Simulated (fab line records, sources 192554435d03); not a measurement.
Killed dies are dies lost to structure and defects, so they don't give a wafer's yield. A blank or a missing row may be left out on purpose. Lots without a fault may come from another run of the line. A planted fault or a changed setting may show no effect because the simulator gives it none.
Split-lot experiment | flow n5_finfet | 7 lots, 21 wafers read, on a route of 1938 steps

THE SPLIT
At N5_HKMG_FIN_EXPOSE_46 (exposes mask NDIPOLE), the setting dose_mj was moved away from the recipe's 40 on 4 of the 21 wafers read, by -2.9% to +6.2%. The other wafers ran this setting at the recipe's value.

FROM THE SPLIT TO THE READING: what the file shows between them, 1 step
- N5_HKMG_FIN_DEVELOP_48: develop time 30 s (also split here: develop_time_s)

THE READING
cd_nm, in nm, at N5_HKMG_FIN_CD_MEAS_49 (target cd 202 nm). Fault-free wafers of this fab line usually give 202.1 nm, standard deviation 0.55 nm.

wafer  | tool, chamber at the split | dose_mj as run | against the recipe | cd_nm, nm | against lot-mates on the recipe
L074.1 | arfi_scanner-03, 0         | 42.48          | +6.2%              | 205.8     | +3.6
L074.4 | arfi_scanner-03, 0         | 40             | recipe             | 202.2     | -
L074.6 | arfi_scanner-03, 0         | 42.48          | +6.2%              | 206.2     | +4.0
L075.1 | arfi_scanner-03, 0         | 40             | recipe             | 203.0     | -
L075.3 | arfi_scanner-03, 0         | 41.2           | +3.0%              | 205.0     | +1.8
L075.6 | arfi_scanner-03, 0         | 40             | recipe             | 203.3     | -
L077.4 | arfi_scanner-01, 0         | 38.84          | -2.9%              | 200.7     | -0.8
L077.5 | arfi_scanner-01, 0         | 40             | recipe             | 201.6     | -
L077.6 | arfi_scanner-01, 0         | 40             | recipe             | 201.4     | -
L079.3 | arfi_scanner-03, 0         | 40             | recipe             | 202.7     | -
L079.4 | arfi_scanner-03, 0         | 40             | recipe             | 201.9     | -
L079.5 | arfi_scanner-03, 0         | 40             | recipe             | 202.5     | -
L084.1 | arfi_scanner-03, 0         | 40             | recipe             | 201.2     | -
L084.4 | arfi_scanner-03, 0         | 40             | recipe             | 201.7     | -
L084.6 | arfi_scanner-03, 0         | 40             | recipe             | 201.5     | -
L089.3 | arfi_scanner-03, 0         | 40             | recipe             | 203.5     | -
L089.4 | arfi_scanner-03, 0         | 40             | recipe             | 203.3     | -
L089.5 | arfi_scanner-03, 0         | 40             | recipe             | 203.5     | -
L091.1 | arfi_scanner-02, 0         | 40             | recipe             | 202.1     | -
L091.2 | arfi_scanner-02, 0         | 40             | recipe             | 201.8     | -
L091.6 | arfi_scanner-02, 0         | 40             | recipe             | 202.1     | -

THE FIT
A straight line over all 21 wafers: cd_nm changes by +0.615 nm for each +1% of dose_mj; r = +0.87; the points scatter about the line by 0.74 nm.
The same after taking each lot's own level away (the mean of its wafers on the recipe; 21 wafers): +0.574 nm for each +1%; r = +0.98; scatter 0.28 nm.
On that fit, the largest move of dose_mj shifts the reading by 3.6 nm.
The lots' own levels span 201.47 to 203.43 nm, that is 3.6 times the standard deviation above.
So the lot-to-lot level changes the slope little: the two slopes agree.
Check: with one of the wafers moved furthest among these (+6.2%) left out of the fit, the line predicts +3.65 nm for it against its lot-mates. It came out at +3.6 nm against them.

OTHER SPLITS ON THESE WAFERS
These wafers also went through other splits before the reading. Each is held against what the fit with the lots' levels taken away leaves over:
other split on the same wafers        | wafers away from the commonest value | r with cd_nm (lot level and that fit taken away)
N5_SD_ACTIVATION_LSA_01 temp_c        | 4                                    | -0.15
N5_HKMG_FIN_DEVELOP_48 develop_time_s | 11                                   | +0.11

THE WHOLE CHAIN: every reading that the file lists as answering this split, in the file's order
step                   | what it does                                           | reading                                                                | change (the file's fit)               | r (the file's)
N5_HKMG_FIN_CD_MEAS_49 | target cd 202 nm                                       | cd_nm                                                                  | +0.57 nm for each +1% of the setting  | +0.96
N5_HKMG_FIN_ETCH_54    | etches SiARC in CF4, target depth 45.5 nm, time 75.8 s | HKMG_FIN.cd_offset_nm (the simulator's own value, which no gauge read) | +0.598 nm for each +1% of the setting | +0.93
N5_HKMG_FIN_ETCH_55    | etches SOC in N2/H2, target depth 240 nm, time 300 s   | HKMG_FIN.cd_offset_nm (the simulator's own value, which no gauge read) | +0.554 nm for each +1% of the setting | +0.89
N5_HKMG_FIN_ETCH_58    | etches SOC in N2/H2, target depth 215.8 nm, time 741 s | HKMG_FIN.cd_offset_nm (the simulator's own value, which no gauge read) | +0.505 nm for each +1% of the setting | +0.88

THE FILE'S OWN FIT
cd_nm changes by +0.57 nm for each +1% of dose_mj, r = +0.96.
